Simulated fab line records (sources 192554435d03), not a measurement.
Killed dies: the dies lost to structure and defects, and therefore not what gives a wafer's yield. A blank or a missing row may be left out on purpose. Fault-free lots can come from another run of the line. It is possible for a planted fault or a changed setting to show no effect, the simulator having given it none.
A struck lot beside a sound one || flow n5-finfet || 16 out of 1938 route steps
Sound: these wafers, L193.1, L193.3, L193.6. Struck: wafer L201.3 (left out: L201.4, a lot-mate that was not struck); the cause follows at the end.
Order at every step that has rows: each side's tool, ch and its chambers, its first start. Under that, the readings that differ: sound wafers || struck wafers || difference of the means || sigmas: that difference in standard deviations of wafers without a fault.
alike: same words and numbers on both sides, and readings whose means sit less than 2 such deviations apart. not compared: any withheld reading, any reading some wafer has no value for, any bound like >300 that may hide the same value, and any number with overlapping values for which the record gives no deviation.
Wherever a step has rows on one side only, a row that says differs or no value, or a row with sigmas, the two part there. When numbers do not overlap yet have no deviation, they are printed without sigmas and do not part them. A reading missing from all wafers of one side parts the sides only when that side holds two or more wafers.

N5_WELL_APT_OVL_MEAS_09:
  sound on overlay-02 ch 0, day 3 02:02; struck on overlay-01 ch 0, day 5 01:43
  alike: NWELL_OVL
N5_WELL_APT_INSPECT_10: inspects for defects (macro).
  struck on defect-inspect-02, day 5 01:44; sound on defect-inspect-01, day 3 02:03
  alike: raw-defect-count
N5_WELL_APT_DESCUM_13: chemistry O2, time 7.9 s.
  sound on rie-diel-03 ch 0,2,3, day 3 02:19; struck on rie-diel-03 ch 2, day 5 01:47
  alike: drypump-motor-current-A, oes-product-au, rf-vpp-V, showerhead-plenum-p-Torr, throttle-valve-pct
  not compared: rf-hours-counter-h
then, 9 steps without rows for these wafers: N5_WELL_APT_IMPLANT_14; N5_WELL_APT_IMPLANT_15; N5_WELL_APT_STRIP_16 (strips in SPM, time 900 s); N5_WELL_APT_HMDS_18 (time 60 s); N5_WELL_APT_COAT_19 (resist thk 950 nm); N5_WELL_APT_EBR_21; N5_WELL_APT_SOFTBAKE_20 (time 60 s); N5_WELL_APT_EXPOSE_22 (exposes mask PWELL, defocus 0 nm, target cd 200 nm); N5_WELL_APT_PEB_23 (peb time 90 s).
N5_WELL_APT_DEVELOP_24: develop time 45 s.
  sound on litho-track-03 ch 0, day 3 03:22; struck on litho-track-01 ch 0, day 5 02:49
{"reading": "model.WELL_APT.cd-nm (nm)", "sound": "195.8 199.4 200.7", "struck": 194.4, "difference": -4.2, "sigmas": ""}
then, 1 step without rows for these wafers: N5_WELL_APT_HARDBAKE_29 (time 120 s).
-- record jumps: 10 days separate the struck wafers' starts on either side; left off in module WELL_APT, taken up again in module BEOL_M4, whose first shown step is the route's number 1111 --
N5_BEOL_M4_RC_MEAS_101:
  sound on prober-02 ch 0, day 12 13:32; struck on prober-02 ch 0, day 15 11:58
  alike: DIBL_N, DIBL_P, IOFF_N, IOFF_P, ION_N, ION_P, SS_N, SS_P, VT_N, VT_P
N5_PASSIVATION_PROBE_49:
  the record has rows for the sound wafers here (prober-02, day 17 11:17) and none for the struck ones

## WHERE THEY PART
Only at N5_PASSIVATION_PROBE_49, as far as this record shows.

WHY: what had been put in by the simulator
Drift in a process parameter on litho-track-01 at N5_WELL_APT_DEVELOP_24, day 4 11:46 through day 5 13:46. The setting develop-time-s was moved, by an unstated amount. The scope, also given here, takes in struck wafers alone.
